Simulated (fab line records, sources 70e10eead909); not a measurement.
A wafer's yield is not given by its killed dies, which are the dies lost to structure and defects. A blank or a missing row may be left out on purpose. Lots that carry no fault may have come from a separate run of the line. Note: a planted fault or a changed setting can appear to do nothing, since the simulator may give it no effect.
Problem report in the 8D (eight disciplines) form, filled by code ; flow nandHarc ; the parts of the form that need people (team, actions taken, sign-off) are left out

## 1. PROBLEM STATEMENT
Wafers without a fault read 29, standard deviation 11; killedDies at NHARC_END_SORT_01 reads a mean of 126 on 2 wafers belonging to 2 lots. That is +8.8 standard deviations from the usual mean.
First seen on wafer L407.4, day 25 09:49, on prober-01. Wafers with a number at this step in the record: 6, from 2 lots. By rule, "out" or "out of limits" means more than 4 standard deviations away from the usual mean. The other wafers with a number count as sound.

## 2. WHAT IT IS AND WHAT IT IS NOT
question;is;is not
which readings at this step;killedDies, killedAtArray;killedAtPeriphery, killedOpen, killedShort
which lots;L404, L407;-
which wafers of those lots;L404.4, L407.4;L404.1, L404.3, L407.3, L407.6
read on which gauges;prober-01, prober-02;-
when;from day 25 09:49;"up to then (3 sound wafers); but 1 sound wafer of L407 came after"

## 3. THE SUSPECTS, EACH WITH WHAT RULES IT OUT
Counting: a tool at a process step up to the reading stays a suspect if it ran every lot that is out. Sound lots after the first of them don't rule it out here, since some wafers of a struck lot are sound.
- the gauge at NHARC_END_SORT_01 has been ruled out. The wafers that are out were read on 2 gauges (prober-01, prober-02).
- harCapEtch-02 at NHARC_A_CONTACT_ETCH_133 (etches the open film in C4F8/O2/Ar, time 195 s, target depth 840 nm): kept. It ran every lot that is out, first L404 (day 20 21:35).
- Within harCapEtch-02 at NHARC_A_CONTACT_ETCH_133, the wafers that are out were processed in chamber 0 and their sound lot-mates in chamber 1.
After counting, what remains is harCapEtch-02 at NHARC_A_CONTACT_ETCH_133.

## 4. THE CAUSE (what the simulator had put in)
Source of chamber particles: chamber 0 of harCapEtch-02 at NHARC_A_CONTACT_ETCH_133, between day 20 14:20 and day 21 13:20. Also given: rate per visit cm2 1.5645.
Only this tool survived the counting.

## 5. THE CHAIN OF EFFECTS, in route order
One row per reading whose mean, taken over the struck wafers that have a number, lies over 3 standard deviations from the usual. Only readings whose record carries a usual standard deviation are examined. hours: median over the lots of the time between each lot's start at the first step of this table that gives one and its start at this step. sigmas: the change, counted in usual standard deviations.
hours;step;reading;usual;on struck wafers;change;sigmas
0;NHARC_END_SORT_01;killedAtArray;26;120;+94;+8.6
0;NHARC_END_SORT_01;killedDies;29;126;+96;+8.8

## 6. WHAT WOULD HAVE CAUGHT IT SOONER
In this record the first reading out of limits at a measuring or inspecting step was taken at day 25 09:49, 115 hours after the fault began at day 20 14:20.
By day 25 09:49 the whole set of lots that are out, 2 in number, had already begun NHARC_A_CONTACT_ETCH_133 on harCapEtch-02. Had the tool been put on hold then, not one of them would have been saved.
